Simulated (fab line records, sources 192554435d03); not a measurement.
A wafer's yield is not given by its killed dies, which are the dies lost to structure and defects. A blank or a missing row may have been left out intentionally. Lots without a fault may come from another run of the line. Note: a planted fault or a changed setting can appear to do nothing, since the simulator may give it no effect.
Lot-split experiment | flow n5-finfet | 21 wafers read from 7 lots, route of 1938 steps

## ABOUT THE SPLIT
At N5_MOL_CONTACT_COAG_VIA_ETCH_117 (etches SiO2 in C4F6/O2, target depth 40 nm, overetch 8 nm, time 26 s), the setting bias-w was moved away from the recipe's 455 W on 7 of the 21 wafers read, by -6.3% to +16.8%. All remaining wafers had this setting at the recipe value.

The split's own step is where the reading is taken.

## THE READING
rf-vpp-V, in V, at N5_MOL_CONTACT_COAG_VIA_ETCH_117 (etches SiO2 in C4F6/O2, target depth 40 nm, overetch 8 nm, time 26 s). Fault-free wafers of this fab line usually give 1593 V, standard deviation 22 V.

wafer  | tool, chamber at the split | bias-w as run, W | against the recipe | rf-vpp-V, V | against lot-mates on the recipe
L075.1 | rie-diel-01, 3             | 455              | recipe             | 1583        | -
L075.2 | rie-diel-01, 0             | 504.3            | +10.8%             | 1682        | +99
L075.3 | rie-diel-01, 2             | 455              | recipe             | 1583        | -
L076.1 | rie-diel-03, 2             | 455              | recipe             | 1602        | -
L076.3 | rie-diel-03, 0             | 455              | recipe             | 1587        | -
L076.6 | rie-diel-03, 0             | 531.4            | +16.8%             | 1780        | +186
L080.1 | rie-diel-03, 3             | 455              | recipe             | 1580        | -
L080.2 | rie-diel-03, 1             | 455              | recipe             | 1595        | -
L080.4 | rie-diel-03, 2             | 455              | recipe             | 1600        | -
L082.1 | rie-diel-01, 0             | 518.7            | +14.0%             | 1715        | +115
L082.3 | rie-diel-01, 1             | 455              | recipe             | 1600        | -
L082.5 | rie-diel-01, 3             | 518.7            | +14.0%             | 1747        | +147
L088.3 | rie-diel-01, 1             | 455              | recipe             | 1599        | -
L088.4 | rie-diel-01, 3             | 455              | recipe             | 1583        | -
L088.6 | rie-diel-01, 0             | 426.3            | -6.3%              | 1483        | -108
L094.2 | rie-diel-01, 2             | 455              | recipe             | 1582        | -
L094.4 | rie-diel-01, 3             | 455              | recipe             | 1583        | -
L094.6 | rie-diel-01, 1             | 455              | recipe             | 1600        | -
L096.2 | rie-diel-01, 2             | 523.5            | +15.1%             | 1753        | +198
L096.4 | rie-diel-01, 0             | 523.5            | +15.1%             | 1727        | +172
L096.6 | rie-diel-01, 0             | 455              | recipe             | 1555        | -

THE FIT
A straight line over all 21 wafers: rf-vpp-V changes by +10.7 V for each +1% of bias-w; r = +0.98; the points scatter about the line by 16 V.
The same after taking each lot's own level away (the mean of its wafers on the recipe; 21 wafers): +11.2 V for each +1%; r = +0.98; scatter 16 V.
The reading moves by 1.9e+02 V for the largest change in bias-w, on that fit.
Measured against the standard deviation above, the lots' own levels, which go from 1555.0 to 1600.0 V, span 2.0 times it.
So the lot-to-lot level changes the slope little: the two slopes agree.
Check: with one of the wafers moved furthest among these (+16.8%) left out of the fit, the line predicts +184 V for it against its lot-mates. It came out at +186 V against them.
Tool readings at the split's step, against how far the setting was moved: rf-vpp-V r = +0.98.

## THE FILE'S OWN FIT
rf-vpp-V changes by +11 V for each +1% of bias-w, r = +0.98.
